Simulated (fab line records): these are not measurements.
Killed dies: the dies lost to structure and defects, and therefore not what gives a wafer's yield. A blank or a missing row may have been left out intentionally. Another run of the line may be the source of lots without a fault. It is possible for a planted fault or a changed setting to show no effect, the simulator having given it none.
fab line records	flow nandHarc
record: lots: 13	wafers: 39	lastDay: 32
route steps=1302 shown P_GATE@174 END@1302
lots with no fault: from the same line, run without faults
startH: the number of hours between the record's first day and the start of the first shown wafer of the lot	waitH: hours from the lot's prior step to this one	" as in the row above	L1.1+2: a single row standing in for several wafers	- either no value or no given start	* or withheld: withheld	< > ~ a bound
route shown NAME@n: NAME is a module with steps in the file, n the number in the route of the first one	usual: average and standard deviation across the fault-free wafers	same: alike in all rows	chamber/n: place in a boat	sites: readings site by site	_std_site: standard deviation across them	_edge_site: the outer-site mean with the inner-site mean subtracted	radiusMm: for every site, how far away it sits from the centre of the wafer	mask NAME#n: copy n	behind: tool/chamber where the wafer was last shaped	hold: why the lot went on hold/how many hours it stayed there/how the hold came to an end	device: the transistor (n, p or np) that didn't switch	end of line: tests run on the same wafers once the route is complete	step lacking rows: just its recipe	killed: dies lost to structure and defects at the first sort, not the wafer's yield	map: a wafer's dies, marking killed ones x, the rest . and places with no die _
set.NAME: the setting that was run; set.NAME@STEP: the one run at that earlier step	model.NAME: the simulator's own value behind a step, which no gauge read
the route's steps for a sample of lots (tables are steps, rows are wafers)
services: when a tool's chamber went out of use (startH, in hours from the record's first day, below 0 if earlier), for how many hours, and the reason
== steps ==
step: NHARC_P_GATE_STRIP_111
recipe: powerW: 1500	tempC: 110	timeS: 250	chemistry: N2/H2
usual: drypumpMotorCurrentA: 5.7/0.59	heaterPowerW: 92/3.1	runLengthS: 318.5/0.5
lot.wafer	tool	chamber	startH	waitH	drypumpMotorCurrentA	heaterPowerW	rfHoursCounterH	runLengthS
L697.1	plasmaAsher-02	0	113.83	0.2	4.8	95	6	318.5
L697.3	"	0	"	"	4.8	93	-	318.8
L697.4	"	1	"	"	6.4	86	-	319.3
L699.2	plasmaAsher-01	1	137.30	0.2	6.2	90	30	318.0
L699.3	"	0	"	"	5.5	92	-	318.1
L699.5	"	0	"	"	5.5	92	-	318.1
L703.2	plasmaAsher-02	0	179.25	0.2	4.8	96	15	318.7
L703.1	"	1	"	"	6.3	87	15	319.2
L703.6	"	0	"	"	4.8	95	-	318.5
L704.1	plasmaAsher-01	0	193.32	0.2	5.5	97	6	317.9
L704.3	"	0	"	"	5.5	96	-	317.9
L704.6	"	1	"	"	6.2	92	-	318.1
L705.1	plasmaAsher-02	0	195.83	0.2	4.8	93	19	318.7
L705.3	"	0	"	"	4.9	94	-	318.7
L705.6	"	1	"	"	6.4	88	-	319.2
L708.1	plasmaAsher-01	0	223.16	0.2	5.5	96	12	318.0
L708.4	"	1	"	"	6.2	92	-	318.2
L708.6	"	0	"	"	5.5	95	-	318.2
L709.2	plasmaAsher-02	0	234.39	0.2	4.9	98	26	318.8
L709.4	"	0	"	"	4.9	94	-	318.5
L709.5	"	1	"	"	6.4	89	-	318.8
L712.2	plasmaAsher-01	1	257.81	0.4	6.2	91	21	318.3
L712.1	"	0	"	"	5.5	95	21	318.4
L712.3	"	0	"	"	5.5	95	-	318.6
L713.1	plasmaAsher-01	0	263.96	0.2	5.5	96	23	318.0
L713.6	"	1	"	"	6.2	93	-	318.3
L713.5	"	0	"	"	5.5	97	-	318.2
L714.2	plasmaAsher-02	1	275.76	0.2	6.4	86	4	319.6
L714.5	"	0	"	"	4.8	89	-	319.0
L714.6	"	1	"	"	6.4	86	-	319.0
L716.1	plasmaAsher-01	1	296.65	0.4	6.2	90	29	317.9
L716.2	"	0	"	"	5.5	96	29	318.4
L716.5	"	0	"	"	5.5	94	-	317.9
L717.2	plasmaAsher-02	1	305.74	0.2	6.4	86	9	318.8
L717.3	"	0	"	"	4.8	88	-	318.5
L717.5	"	0	"	"	4.9	90	-	318.6
L718.1	plasmaAsher-02	0	330.18	0.2	4.9	92	12	318.6
L718.2	"	1	"	"	6.4	88	12	318.9
L718.3	"	0	"	"	4.9	90	-	318.5
step: NHARC_P_GATE_STRIP_113
recipe: powerW: 1500	tempC: 110	timeS: 740	chemistry: N2/H2
usual: drypumpMotorCurrentA: 5.7/0.62	heaterPowerW: 91/3.4	runLengthS: 811.7/0.49
lot.wafer	tool	chamber	startH	waitH	drypumpMotorCurrentA	heaterPowerW	rfHoursCounterH	runLengthS
L697.1	plasmaAsher-01	0	117.29	0.3	5.5	92	26	811.8
L697.3	"	1	"	"	6.2	90	-	811.2
L697.4	"	0	"	"	5.5	91	-	811.9
L699.2	plasmaAsher-02	0	140.67	0.2	4.9	96	10	811.7
L699.3	"	1	"	"	6.4	87	-	812.3
L699.5	"	1	"	"	6.4	88	-	812.6
L703.1	plasmaAsher-02	0	182.73	0.2	4.8	96	16	811.7
L703.2	"	1	"	"	6.4	86	16	812.4
L703.6	"	1	"	"	6.4	90	-	812.4
L704.1	plasmaAsher-02	0	196.68	0.2	4.8	95	19	812.2
L704.3	"	1	"	"	6.4	88	-	812.7
L704.6	"	0	"	"	4.8	92	-	811.7
L705.1	plasmaAsher-01	1	199.29	0.2	6.2	94	8	811.1
L705.3	"	1	"	"	6.2	93	-	811.0
L705.6	"	0	"	"	5.5	96	-	811.3
L708.1	plasmaAsher-01	1	226.34	0.2	6.2	93	13	811.3
L708.4	"	0	"	"	5.5	95	-	811.1
L708.6	"	1	"	"	6.2	95	-	811.7
L709.2	plasmaAsher-02	1	237.97	0.3	6.4	88	26	812.5
L709.4	"	0	"	"	4.8	96	-	811.6
L709.5	"	0	"	"	4.8	95	-	811.9
L712.1	plasmaAsher-01	1	261.28	0.2	6.2	94	22	811.0
L712.2	"	0	"	"	5.5	96	22	811.9
L712.3	"	0	"	"	5.5	95	-	811.9
L713.1	plasmaAsher-02	1	267.37	0.3	6.4	86	2	812.5
L713.5	"	0	"	"	4.8	91	-	811.8
L713.6	"	1	"	"	6.4	86	-	812.3
L714.2	plasmaAsher-01	1	279.18	0.2	6.2	92	26	811.2
L714.5	"	1	"	"	6.2	92	-	811.2
L714.6	"	0	"	"	5.5	92	-	811.3
L716.1	plasmaAsher-01	1	300.01	0.2	6.2	92	30	811.1
L716.2	"	0	"	"	5.5	92	30	811.6
L716.5	"	0	"	"	5.5	96	-	811.2
L717.2	plasmaAsher-02	0	309.34	0.3	4.8	90	10	811.7
L717.3	"	0	"	"	4.8	88	-	811.7
L717.5	"	0	"	"	4.8	90	-	812.1
L718.1	plasmaAsher-02	1	333.66	0.2	6.4	86	13	812.3
L718.2	"	0	"	"	4.9	87	13	811.7
L718.3	"	0	"	"	4.8	89	-	811.9
step: NHARC_P_GATE_RTA_64
recipe: tempC: 1050	timeS: 1
usual: lampPowerPct: 31.4/0.59	lamp_zone_1_pct: 31.4/0.59	lamp_zone_6_pct: 31.4/0.58	wafer_temp_C_max: 1053.8/0.82
lot.wafer	tool	chamber	startH	waitH	lampPowerPct	lamp_zone_1_pct	lamp_zone_6_pct	wafer_temp_C_max
L697.1	rtpAnneal-02	0	118.45	-	32.1	32.2	32.1	1053.4
L697.3	"	0	"	"	32.2	32.2	32.1	1053.9
L697.4	"	0	"	"	32.2	32.1	32.1	1055.0
L699.2	rtpAnneal-01	0	141.97	-	30.9	30.8	30.8	1055.3
L699.3	"	0	"	"	30.9	30.9	30.9	1054.3
L699.5	"	0	"	"	30.9	30.9	30.9	1055.0
L703.1	rtpAnneal-02	0	184.00	-	32.1	32.1	32.0	1053.1
L703.2	"	0	"	"	32.1	32.0	32.0	1054.0
L703.6	"	0	"	"	32.0	32.1	32.1	1053.6
L704.1	rtpAnneal-02	0	197.96	-	32.1	32.1	32.0	1052.6
L704.3	"	0	"	"	32.1	32.1	32.1	1054.8
L704.6	"	0	"	"	32.1	32.1	32.0	1054.0
L705.1	rtpAnneal-02	0	200.58	-	32.1	32.2	32.1	1053.3
L705.3	"	0	"	"	32.2	32.1	32.1	1053.9
L705.6	"	0	"	"	32.1	32.1	32.0	1054.8
L708.1	rtpAnneal-02	0	227.61	-	32.1	32.1	32.1	1053.9
L708.4	"	0	"	"	32.2	32.1	32.2	1053.7
L708.6	"	0	"	"	32.1	32.1	32.2	1054.3
L709.2	rtpAnneal-02	0	239.15	-	32.1	32.1	32.1	1054.2
L709.4	"	0	"	"	32.1	32.1	32.1	1053.3
L709.5	"	0	"	"	32.1	32.1	32.1	1053.9
L712.1	rtpAnneal-01	0	262.56	-	31.0	31.0	31.0	1053.3
L712.2	"	0	"	"	31.0	31.0	31.0	1052.0
L712.3	"	0	"	"	30.9	30.9	30.9	1052.8
L713.1	rtpAnneal-01	0	268.54	-	30.9	30.9	30.9	1053.1
L713.5	"	0	"	"	30.9	30.9	30.9	1052.1
L713.6	"	0	"	"	30.9	30.9	30.9	1053.1
L714.2	rtpAnneal-02	0	280.52	-	32.2	32.1	32.1	1052.7
L714.5	"	0	"	"	32.1	32.1	32.1	1054.0
L714.6	"	0	"	"	32.2	32.1	32.1	1053.4
L716.1	rtpAnneal-01	0	301.28	-	31.0	31.0	30.9	1052.8
L716.2	"	0	"	"	31.0	31.0	30.9	1053.6
L716.5	"	0	"	"	30.9	31.0	30.9	1053.0
L717.2	rtpAnneal-02	0	310.60	-	32.2	32.2	32.1	1054.1
L717.3	"	0	"	"	32.2	32.1	32.1	1054.6
L717.5	"	0	"	"	32.1	32.2	32.1	1054.9
L718.1	rtpAnneal-01	0	334.94	-	31.0	30.9	30.9	1054.3
L718.2	"	0	"	"	31.0	31.0	30.9	1053.0
L718.3	"	0	"	"	31.0	30.9	30.9	1053.2
step: NHARC_P_GATE_STRIP_67
recipe: timeS: 600	tempC: 130	chemistry: SPM
usual: runLengthS: 602.9/0.89
lot.wafer	tool	chamber	startH	waitH	runLengthS
L697.3	wetBench-01	0	119.26	0.1	603.5
L697.4	"	1	"	"	602.9
L697.1	"	3	"	"	603.5
L699.3	wetBench-01	4	142.74	0.1	601.4
L699.5	"	6	"	"	603.3
L699.2	"	7	"	"	602.9
L703.1	wetBench-01	1	184.80	0.2	224.3
L703.6	"	3	"	"	225.0
L703.2	"	5	"	"	222.9
L704.3	wetBench-01	5	198.77	0.1	223.5
L704.6	"	0	"	"	224.0
L704.1	"	1	"	"	223.2
L705.6	wetBench-01	4	201.38	0.0	223.1
L705.3	"	5	"	"	223.3
L705.1	"	6	"	"	223.5
L708.6	wetBench-02	5	228.42	0.0	602.7
L708.4	"	1	"	"	601.2
L708.1	"	2	"	"	604.5
L709.5	wetBench-02	6	239.94	0.1	603.3
L709.4	"	7	"	"	602.5
L709.2	"	1	"	"	601.3
L712.2	wetBench-01	6	263.38	0.2	603.5
L712.1	"	7	"	"	602.9
L712.3	"	0	"	"	603.5
L713.1	wetBench-07	0	269.35	0.2	604.4
L713.6	"	4	"	"	602.5
L713.5	"	5	"	"	602.4
L714.6	wetBench-02	7	281.46	0.0	603.0
L714.2	"	1	"	"	601.0
L714.5	"	2	"	"	604.0
L716.2	wetBench-01	5	302.09	0.1	602.6
L716.1	"	6	"	"	603.1
L716.5	"	0	"	"	604.1
L717.3	wetBench-07	7	311.38	0.1	603.9
L717.5	"	1	"	"	604.1
L717.2	"	3	"	"	605.2
L718.2	wetBench-01	1	335.74	0.1	602.8
L718.3	"	3	"	"	603.3
L718.1	"	4	"	"	602.0
step: NHARC_END_SORT_01
recipe: tempC: 25
usual: killedAtArray: 49/18	killedAtOther: 0.8/1	killedAtPeriphery: 4.2/2.8	killedDies: 54/18	killedOpen: 3.0/1.7	killedShort: 2.5/1.6
same: grossDies: 677
lot.wafer	tool	chamber	startH	waitH	killedAtArray	killedAtOther	killedAtPeriphery	killedDies	killedOpen	killedShort
L697.1	prober-02	0	587.21	2.5	39	0	10	49	0	2
L697.3	prober-02	0	588.81	3.1	64	0	6	70	3	0
L697.4	prober-02	0	589.61	3.4	52	0	8	60	2	2
L708.1	prober-01	0	680.27	2.5	46	2	0	48	4	2
L708.4	prober-01	0	682.70	3.4	49	1	3	53	4	3
L708.6	prober-01	0	684.33	4.1	41	1	1	43	2	2
L709.2	prober-02	0	704.34	2.8	47	1	1	49	1	3
L709.4	prober-02	0	705.95	3.4	28	0	1	29	1	2
L709.5	prober-02	0	706.75	3.7	35	2	2	39	1	3
L713.1	prober-01	0	739.86	2.5	85	0	4	89	3	3
L713.5	prober-01	0	743.06	3.7	60	0	4	64	3	0
L713.6	prober-01	0	743.86	4.0	80	0	9	89	4	2
L717.2	prober-01	0	770.38	2.8	66	0	5	71	5	4
L717.3	prober-01	0	771.18	3.1	65	0	7	72	1	4
L717.5	prober-01	0	772.78	3.7	54	0	6	60	4	4
killed by level:class
L697.1 A_SLIT:chamberFilmFlake=19 A_CHANNEL_HOLE_D1:chamberFilmFlake=16 P_ZERO_WELL:chamberFilmFlake=4 P_GATE:chamberFilmFlake=2 P_BONDPAD:chamberFilmFlake=2 A_CHANNEL_HOLE_D2:chamberFilmFlake=2 P_M0:geometricParticle:short=1 A_ONON_D2:geometricParticle:short=1
L697.3 A_CHANNEL_HOLE_D1:chamberFilmFlake=35 A_SLIT:chamberFilmFlake=17 P_ZERO_WELL:chamberFilmFlake=3 A_STAIRCASE:chamberFilmFlake=3 A_CONTACT:chamberFilmFlake=3 P_BONDPAD:chamberFilmFlake=2 A_CHANNEL_HOLE_D2:chamberFilmFlake=2 A_ONON_D1:geometricParticle:open=1
L697.4 A_SLIT:chamberFilmFlake=22 A_CHANNEL_HOLE_D1:chamberFilmFlake=18 A_CHANNEL_HOLE_D2:chamberFilmFlake=7 A_CONTACT:chamberFilmFlake=3 P_GATE:chamberFilmFlake=2 P_BONDPAD:chamberFilmFlake=2 P_CONTACT:geometricParticle:open=1 P_M0:geometricParticle:open=1
L708.1 A_CHANNEL_HOLE_D1:chamberFilmFlake=28 A_SLIT:chamberFilmFlake=4 A_WL_FILL:chamberFilmFlake=4 A_M0:geometricParticle:short=2 A_DECK1_JOINT:chamberFilmFlake=2 A_SOURCE_PLATE:geometricParticle:open=1 A_CHANNEL_FILL_D1:geometricParticle:open=1 A_SGD_CUT:geometricParticle:open=1
L708.4 A_CHANNEL_HOLE_D1:chamberFilmFlake=28 P_M2:chamberFilmFlake=3 A_STAIRCASE:chamberFilmFlake=3 A_ZERO_WELL:chamberFilmFlake=2 A_CHANNEL_FILL_D2:chamberFilmFlake=2 A_SLIT:chamberFilmFlake=2 A_CONTACT:chamberFilmFlake=2 A_CHANNEL_FILL_D1:geometricParticle:short=1
L708.6 A_CHANNEL_HOLE_D1:chamberFilmFlake=31 A_SLIT:chamberFilmFlake=3 A_ONON_D2:geometricParticle:open=1 A_SGD_CUT:geometricParticle:open=1 A_SLIT:geometricParticle:short=1 A_WL_FILL:geometricParticle:short=1 P_M2:chamberFilmFlake=1 A_CHANNEL_FILL_D1:chamberFilmFlake=1
L709.2 A_CHANNEL_HOLE_D2:chamberFilmFlake=19 A_CHANNEL_HOLE_D1:chamberFilmFlake=5 A_STAIRCASE:chamberFilmFlake=5 A_SLIT:chamberFilmFlake=5 A_CONTACT:chamberFilmFlake=5 A_WL_FILL:chamberFilmFlake=2 A_M0:chamberFilmFlake=2 P_M0:geometricParticle:short=1
L709.4 A_CHANNEL_HOLE_D2:chamberFilmFlake=10 A_CONTACT:chamberFilmFlake=7 A_STAIRCASE:chamberFilmFlake=4 A_SLIT:chamberFilmFlake=2 A_ONON_D1:geometricParticle:short=1 A_STAIRCASE:geometricParticle:short=1 A_SGD_CUT:geometricParticle:open=1 P_STI:chamberFilmFlake=1
L709.5 A_CHANNEL_HOLE_D2:chamberFilmFlake=11 A_CONTACT:chamberFilmFlake=6 A_CHANNEL_HOLE_D1:chamberFilmFlake=4 A_STAIRCASE:chamberFilmFlake=4 A_M0:chamberFilmFlake=3 A_DECK1_JOINT:chamberFilmFlake=2 A_SLIT:chamberFilmFlake=2 THIN_TSV:chamberFilmFlake=2
L713.1 A_CHANNEL_HOLE_D1:chamberFilmFlake=37 A_CHANNEL_HOLE_D2:chamberFilmFlake=28 A_CONTACT:chamberFilmFlake=7 A_SLIT:chamberFilmFlake=6 P_M0:geometricParticle:open=2 A_WL_FILL:geometricParticle:short=2 A_DECK1_JOINT:chamberFilmFlake=2 A_CHANNEL_HOLE_D1:geometricParticle:short=1
L713.5 A_CHANNEL_HOLE_D1:chamberFilmFlake=19 A_CHANNEL_HOLE_D2:chamberFilmFlake=15 A_SLIT:chamberFilmFlake=7 A_CONTACT:chamberFilmFlake=7 A_STAIRCASE:chamberFilmFlake=6 P_CONTACT:chamberFilmFlake=2 A_BLC:chamberFilmFlake=2 A_BONDPAD:chamberFilmFlake=2
L713.6 A_CHANNEL_HOLE_D1:chamberFilmFlake=40 A_CHANNEL_HOLE_D2:chamberFilmFlake=23 A_STAIRCASE:chamberFilmFlake=5 P_M1:chamberFilmFlake=4 A_CONTACT:chamberFilmFlake=4 A_SLIT:chamberFilmFlake=2 P_CONTACT:chamberFilmFlake=2 P_CONTACT:geometricParticle:open=1
L717.2 A_CHANNEL_HOLE_D2:chamberFilmFlake=28 A_SLIT:chamberFilmFlake=9 A_STAIRCASE:chamberFilmFlake=7 A_CONTACT:chamberFilmFlake=6 A_CHANNEL_HOLE_D1:chamberFilmFlake=5 A_SGD_CUT:chamberFilmFlake=4 P_GATE:chamberFilmFlake=2 P_M0:geometricParticle:open=1
L717.3 A_CHANNEL_HOLE_D2:chamberFilmFlake=22 A_SLIT:chamberFilmFlake=11 A_STAIRCASE:chamberFilmFlake=10 A_CHANNEL_HOLE_D1:chamberFilmFlake=8 A_CONTACT:chamberFilmFlake=7 P_GATE:chamberFilmFlake=5 A_SGD_CUT:chamberFilmFlake=3 P_M0:geometricParticle:short=1
L717.5 A_CHANNEL_HOLE_D2:chamberFilmFlake=16 A_CONTACT:chamberFilmFlake=11 A_STAIRCASE:chamberFilmFlake=7 A_SLIT:chamberFilmFlake=6 A_CHANNEL_HOLE_D1:chamberFilmFlake=5 P_GATE:chamberFilmFlake=4 A_SGD_CUT:geometricParticle:short=2 A_SGD_CUT:chamberFilmFlake=2
== services ==
tool	chamber	startH	hours	kind
wetBench-02	-	91.49	1.0	repair
wetBench-01	-	101.61	8.0	pm
wetBench-01	0	109.61	-	consumableReplace:bath
wetBench-01	0	109.61	-	consumableReplace:filter
wetBench-01	1	109.61	-	consumableReplace:bath
wetBench-01	1	109.61	-	consumableReplace:filter
wetBench-01	2	109.61	-	consumableReplace:bath
wetBench-01	2	109.61	-	consumableReplace:filter
wetBench-01	3	109.61	-	consumableReplace:bath
plasmaAsher-01	-	156.69	2.2	repair
plasmaAsher-02	-	159.37	19.0	repair
wetBench-07	-	160.00	8.0	pm
plasmaAsher-01	-	165.15	9.0	pm
plasmaAsher-01	0	165.15	9.0	ventCycle
plasmaAsher-01	1	165.15	9.0	ventCycle
plasmaAsher-01	0	174.15	-	clean
plasmaAsher-01	1	174.15	-	clean
wetBench-02	-	244.00	8.0	pm
plasmaAsher-02	-	249.27	9.0	pm
plasmaAsher-02	0	249.27	9.0	ventCycle
plasmaAsher-02	1	249.27	9.0	ventCycle
plasmaAsher-02	0	258.27	-	clean
plasmaAsher-02	1	258.27	-	clean
wetBench-01	-	277.61	8.0	pm
== key ==
firstSign: step: NHARC_P_GATE_STRIP_67	reading: runLengthS	direction: down	sigmas: 99+	usual: *	struck: *
effect none on later readings
metAt NHARC_P_GATE_STRIP_67
struckLots L703,L704,L705
testerLeftOut L703,L704,L705
notActingAt NHARC_P_GATE_STRIP_111,NHARC_P_GATE_STRIP_113,NHARC_P_GATE_RTA_64
onsetBetween 142.74 184.80
fault: kind: processParameterDrift	tool: wetBench-01	chamber: -	onsetH: 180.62	steps: NHARC_P_GATE_STRIP_67	channel: timeS	offset: *	shape: step	endH: 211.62	actsIn: *	stated: *
testerLeftOut: of these lots the tester's yield and bins aren't shown, on N5 and GAA mostly nor the transistor test; their killed dies are dies lost to structure and defects alone, not to doping, threshold or leakage, so they don't give the yield
